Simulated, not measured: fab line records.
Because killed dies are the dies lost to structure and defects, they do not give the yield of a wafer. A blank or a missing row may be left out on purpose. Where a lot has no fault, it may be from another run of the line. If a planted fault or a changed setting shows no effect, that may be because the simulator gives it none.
Matching of chambers + flow nand harc + 4 sister chambers for NHARC_P_M1_ETCH_35 on rie diel-04
The step etches the open film in N2/H2, target depth 40 nm, overetch 12 nm, time 43.94 s. 4 wafers are shown with their chamber, then 7 later ones without.

## EACH WAFER AND ITS CHAMBER
| wafer  | chamber | drypump motor current A (A) |
|--------|---------|-----------------------------|
| L641.2 | 2       | 4.9                         |
| L641.6 | 0       | 6.1                         |
| L640.1 | 3       | 5.3                         |
| L640.3 | 1       | 6.4                         |

## WAFERS MISSING THEIR CHAMBER
| wafer  | drypump motor current A (A) |
|--------|-----------------------------|
| L640.6 | 6.0                         |
| L646.1 | 5.3                         |
| L646.3 | 4.9                         |
| L646.6 | 6.4                         |
| L653.2 | 4.9                         |
| L653.5 | 4.9                         |
| L653.6 | 5.4                         |

## EACH ONE'S CHAMBER
| wafer  | from the rows above | in truth |
|--------|---------------------|----------|
| L640.6 | 0                   | 0        |
| L646.1 | 3                   | 3        |
| L646.3 | 2                   | 2        |
| L646.6 | 1                   | 1        |
| L653.2 | 2                   | 2        |
| L653.5 | 2                   | 2        |
| L653.6 | 3                   | 3        |
Placed correctly: 7 of 7. From these rows, 0 cannot be placed. Wrongly placed: 0.
How it was worked out, from the rows above alone: a wafer's distance from a chamber is the root of the sum, over the readings, of the square of ((its reading less the chamber's mean) divided by the reading's scatter). The wafer belongs to the nearest chamber; if the next one is less than 2 further off, it can't be placed. Each chamber's mean is taken over the wafers shown for it. The scatter: with one shown wafer a chamber, the root of the mean of the squares of how far each hidden wafer lies from its nearest shown one.
